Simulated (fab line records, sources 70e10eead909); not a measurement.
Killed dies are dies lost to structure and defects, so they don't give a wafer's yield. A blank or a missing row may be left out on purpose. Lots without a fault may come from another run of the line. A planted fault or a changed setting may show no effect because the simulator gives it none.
Chamber matching | flow nand_harc | NHARC_A_CONTACT_DEP_58 on pecvd-01: 3 sister chambers
The step deposits SiON, target thk 60 nm. 16 wafers are shown with their chamber, then 8 later ones without.

WAFERS WITH THEIR CHAMBER
wafer  | chamber | heater_power_w (W)
L075.1 | 0       | 685
L075.2 | 2       | 628
L075.6 | 0       | 680
L075.3 | 1       | 663
L075.4 | 1       | 698
L075.5 | 2       | 621
L077.3 | 1       | 726
L077.4 | 2       | 666
L077.5 | 1       | 750
L079.3 | 0       | 728
L079.5 | 2       | 610
L079.6 | 1       | 742
L083.2 | 0       | 729
L083.5 | 0       | 723
L083.6 | 2       | 593
L091.1 | 0       | 622

SIGNATURES (means of the wafers above)
reading        | chamber 0 | chamber 1 | chamber 2 | scatter within a chamber
heater_power_w | 694.50    | 715.80    | 623.60    | 35.8
Rule: a wafer's distance from a chamber is the root of the sum, over the readings, of the square of ((its reading less the chamber's mean) divided by the reading's scatter). The wafer belongs to the nearest chamber; if the next one is less than 2 further off, it can't be placed. The scatter: the root of (the sum of the squares of (reading less its chamber's mean) over the shown wafers, divided by (wafers less chambers)).

WAFERS WITHOUT THEIR CHAMBER
wafer  | heater_power_w (W)
L091.3 | 692
L091.6 | 634
L093.1 | 647
L093.2 | 625
L093.3 | 707
L092.1 | 748
L092.3 | 727
L092.5 | 736

WHICH CHAMBER EACH WENT THROUGH
wafer  | from the rows above          | in truth
L091.3 | can't be placed: 0 or 1 or 2 | 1
L091.6 | can't be placed: 2 or 0 or 1 | 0
L093.1 | can't be placed: 2 or 0 or 1 | 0
L093.2 | can't be placed: 2 or 0      | 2
L093.3 | can't be placed: 1 or 0      | 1
L092.1 | can't be placed: 1 or 0      | 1
L092.3 | can't be placed: 1 or 0      | 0
L092.5 | can't be placed: 1 or 0      | 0
Placed correctly: 0 of 8. Can't be placed from these rows: 8 (the true chamber is among the candidates in 8). Placed wrongly: 0.
